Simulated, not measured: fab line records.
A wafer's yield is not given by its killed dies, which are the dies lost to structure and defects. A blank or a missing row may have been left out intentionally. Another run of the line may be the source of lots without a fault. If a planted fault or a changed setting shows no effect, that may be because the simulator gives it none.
Which tool did it? ; flow n5Finfet ; 30 wafers from 10 lots sampled at 5 of the route's 1938 steps

== WHAT THE GAUGES SHOWED, per wafer ==
The record lacks any reading of a measuring or inspecting step that a usual standard deviation could be used to judge.

== TOOL THAT RAN EACH LOT (tool first, then ch and the chambers of the sampled wafers, then the start) ==
lot;N5_BEOL_M11_CURE_71;N5_BEOL_M11_DESCUM_16;N5_BEOL_M11_ETCH_61;N5_BEOL_M11_COAT_64;N5_PASSIVATION_PROBE_49
L797;uvCure-03 ch 2, day 11 00:19;rieDiel-05 ch 0,2,3, day 11 02:21;rieDiel-05 ch 0,2,3, day 11 02:23;lithoTrack-04 ch 0, day 11 03:07;-
L800;uvCure-02 ch 0, day 11 00:55;rieDiel-06 ch 0,2,3, day 11 02:37;rieDiel-06 ch 0,2,3, day 11 02:38;lithoTrack-03 ch 0, day 11 03:08;prober-02, day 13 01:53
L799;uvCure-01 ch 2, day 11 01:41;rieDiel-06 ch 0,1,3, day 11 03:26;rieDiel-06 ch 0,1,3, day 11 03:28;lithoTrack-04 ch 0, day 11 03:57;-
L802;uvCure-03 ch 2, day 11 17:53;rieDiel-01 ch 0,1,2, day 11 20:05;rieDiel-01 ch 0,1,2, day 11 20:07;lithoTrack-04 ch 0, day 11 20:37;prober-02, day 14 00:59
L811;uvCure-01 ch 0, day 14 06:19;rieDiel-05 ch 0,1,3, day 14 08:55;rieDiel-05 ch 0,1,3, day 14 08:57;lithoTrack-04 ch 0, day 14 10:52;-
L812;uvCure-02 ch 2, day 14 22:22;rieDiel-05 ch 1,2,3, day 15 01:07;rieDiel-05 ch 1,2,3, day 15 01:09;lithoTrack-04 ch 0, day 15 03:34;-
L814;uvCure-03 ch 0, day 15 00:03;rieDiel-01 ch 2,3, day 15 01:51;rieDiel-01 ch 2,3, day 15 01:53;lithoTrack-05 ch 0, day 15 03:34;-
L818;uvCure-01 ch 0, day 15 18:58;rieDiel-05 ch 0,2,3, day 15 23:49;rieDiel-05 ch 0,2,3, day 15 23:51;lithoTrack-05 ch 0, day 16 02:35;-
L819;uvCure-02 ch 2, day 16 05:46;rieDiel-06 ch 0,3, day 16 09:51;rieDiel-06 ch 0,3, day 16 09:53;lithoTrack-03 ch 0, day 16 10:23;-
L820;uvCure-03 ch 2, day 16 15:17;rieDiel-06 ch 1,3, day 16 18:06;rieDiel-06 ch 1,3, day 16 18:08;lithoTrack-05 ch 0, day 16 20:06;-
- N5_BEOL_M11_CURE_71: cures SiCOH lowk, time 240 s.
- N5_BEOL_M11_DESCUM_16: chemistry O2, time 7.9 s.
- N5_BEOL_M11_ETCH_61: etches SiARC in CF4, target depth 39 nm, time 65 s.
- N5_BEOL_M11_COAT_64: time 60 s, resist thk 30 nm.
- N5_PASSIVATION_PROBE_49

== WHAT THE TOOLS THEMSELVES READ (means of the sampled wafers that have a number; where no wafer has one, the mark that the record gives instead) ==
N5_BEOL_M11_CURE_71. Usual: lampPowerPct 52.32 %, standard deviation 0.052; wafer_temp_C_max 387.1, standard deviation 0.73.
lot;tool;lampPowerPct (%);wafer_temp_C_max;flag
L797;uvCure-03;52.34;386.8;
L800;uvCure-02;52.29;386.0;
L799;uvCure-01;52.29;387.4;
L802;uvCure-03;52.34;387.3;
L811;uvCure-01;52.30;386.8;
L812;uvCure-02;52.33;387.1;
L814;uvCure-03;52.30;388.2;
L818;uvCure-01;52.33;387.1;
L819;uvCure-02;52.38;387.1;
L820;uvCure-03;52.32;387.3;

N5_BEOL_M11_DESCUM_16. Usual: drypumpMotorCurrentA 6.0 A, standard deviation 0.35; o2FlowSccm 225.0 sccm, standard deviation 0.62; oesProductAu 0.79 a.u., standard deviation 0.1; rfVppV 243.1 V, standard deviation 1.6; showerheadPlenumPTorr 2.09 Torr, standard deviation 0.093; throttleValvePct 20.45 %, standard deviation 0.29.
lot;tool;drypumpMotorCurrentA (A);o2FlowSccm (sccm);oesProductAu (a.u.);rfVppV (V);showerheadPlenumPTorr (Torr);throttleValvePct (%);flag
L797;rieDiel-05;6.2;225.6;0.76;243.9;2.12;20.48;
L800;rieDiel-06;5.8;224.7;0.75;242.7;2.02;20.64;
L799;rieDiel-06;5.7;224.9;0.72;242.5;2.07;20.54;
L802;rieDiel-01;5.8;224.6;0.75;242.1;2.03;20.57;
L811;rieDiel-05;6.2;225.3;0.87;244.1;2.14;20.43;
L812;rieDiel-05;6.1;224.9;0.86;244.7;2.15;20.20;
L814;rieDiel-01;5.5;224.8;0.73;243.5;2.12;20.67;
L818;rieDiel-05;6.3;225.4;0.90;244.4;2.20;20.33;
L819;rieDiel-06;5.8;225.4;0.71;242.1;2.06;20.67;
L820;rieDiel-06;5.5;224.8;0.81;242.5;2.05;20.28;

N5_BEOL_M11_ETCH_61. Usual: for cf4FlowSccm, 99.98 sccm with a standard deviation of 0.27; for drypumpMotorCurrentA, 6.0 A with a standard deviation of 0.36; for etchRfOnTimeS, 64.0 s with a standard deviation of 1.6; for oesProductAu, 0.68 a.u. with a standard deviation of 0.088; for rfVppV, 184.2 V with a standard deviation of 1.3; for showerheadPlenumPTorr, 2.15 Torr with a standard deviation of 0.09; for throttleValvePct, 15.66 % with a standard deviation of 0.28.
lot;tool;cf4FlowSccm (sccm);drypumpMotorCurrentA (A);etchRfOnTimeS (s);oesProductAu (a.u.);rfVppV (V);showerheadPlenumPTorr (Torr);throttleValvePct (%);flag
L797;rieDiel-05;100.08;6.3;63.7;0.66;185.0;2.17;15.72;
L800;rieDiel-06;99.74;5.8;64.6;0.64;183.4;2.08;15.85;
L799;rieDiel-06;100.24;5.7;65.2;0.61;184.1;2.12;15.80;
L802;rieDiel-01;100.12;5.8;66.2;0.65;183.9;2.07;15.69;
L811;rieDiel-05;99.99;6.2;62.9;0.75;184.2;2.20;15.61;
L812;rieDiel-05;99.96;6.1;61.8;0.76;183.9;2.20;15.39;
L814;rieDiel-01;99.97;5.5;62.7;0.64;183.3;2.16;15.77;
L818;rieDiel-05;99.93;6.3;62.6;0.78;185.4;2.24;15.47;
L819;rieDiel-06;100.38;5.8;66.2;0.60;183.8;2.12;15.93;
L820;rieDiel-06;99.92;5.5;64.0;0.70;184.1;2.10;15.49;

N5_BEOL_M11_COAT_64. Usual: spinSpeedRpm 1500.0 rpm, standard deviation 0.9.
lot;tool;spinSpeedRpm (rpm);flag
L797;lithoTrack-04;1499.7;
L800;lithoTrack-03;1498.7;
L799;lithoTrack-04;1500.0;
L802;lithoTrack-04;1500.4;
L811;lithoTrack-04;1645.8;OFF
L812;lithoTrack-04;1645.0;OFF
L814;lithoTrack-05;1499.7;
L818;lithoTrack-05;1499.6;
L819;lithoTrack-03;1500.3;
L820;lithoTrack-05;1499.9;

N5_PASSIVATION_PROBE_49. Usual: defectLimitedYield 91.4 %, standard deviation 1.5; killed_at_M0_to_M3 32, standard deviation 9.8; killed_at_M4_up 15, standard deviation 5.6; killedAtContacts 12, standard deviation 5.4; killedAtFrontEnd 40, standard deviation 13; killedAtOther 3.0, standard deviation 2.1; killedDies 102, standard deviation 17; killedOpen 67, standard deviation 13; killedShort 32, standard deviation 7.1; sort_bin_5_function 5.1 %, standard deviation 0.96; sort_bin_6_memory 3.2 %, standard deviation 0.7; sort_bin_8_speed 0.0 %, standard deviation 0.3; sortNPass 1078, standard deviation 18; sortYieldPct 91.3 %, standard deviation 1.5.
lot;tool;defectLimitedYield (%);killed_at_M0_to_M3;killed_at_M4_up;killedAtContacts;killedAtFrontEnd;killedAtOther;killedDies;killedOpen;killedShort;sort_bin_5_function (%);sort_bin_6_memory (%);sort_bin_8_speed (%);sortNPass;sortYieldPct (%);flag
L800;prober-02;91.1;35;17;17;32;2.3;104;68;33;4.8;3.8;0.0;1076;91.1;
L802;prober-02;92.2;24;17;20;26;6.0;92;61;31;4.7;2.8;0.0;1088;92.2;

== THE ANSWER, worked out from the rows above alone ==
Rule: take the mean of a lot's wafers that have a number; if it is more than 3 standard deviations from the usual mean, the lot is off. Also off: a lot with no number at a reading for which 4 or more lots have one. All remaining lots with rows at the step are treated as sound. Order of review: gauges by route order, followed by the tools' own readings, for which a lot's mean as printed above is used. At the first step where some lot is off, the reading lying furthest off is the one used; lots without a number count as furthest.
Off: L811, L812, at N5_BEOL_M11_COAT_64 (spinSpeedRpm).
A tool fits if, at that step or a process step before it, it ran every lot that is off, and no sound lot after the first of them. One fits: N5_BEOL_M11_COAT_64 on lithoTrack-04. A fault onset in the window from L802 (day 11 20:37, its last sound lot) to L811 (day 14 10:52, its first lot off) fits.
On the lots that are off, the tool's own readings at N5_BEOL_M11_COAT_64 differ by more than 5 times the standard deviation of the sound lots' means, which bears it out; spinSpeedRpm reads 1645.4 rpm there versus 1499.8 rpm on the sound lots.

== WHAT THE SIMULATOR HAD PUT IN ==
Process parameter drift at N5_BEOL_M11_COAT_64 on lithoTrack-04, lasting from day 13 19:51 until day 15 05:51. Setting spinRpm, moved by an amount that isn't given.
Shown lots that were struck: L811, L812. The same result came from the rule above.
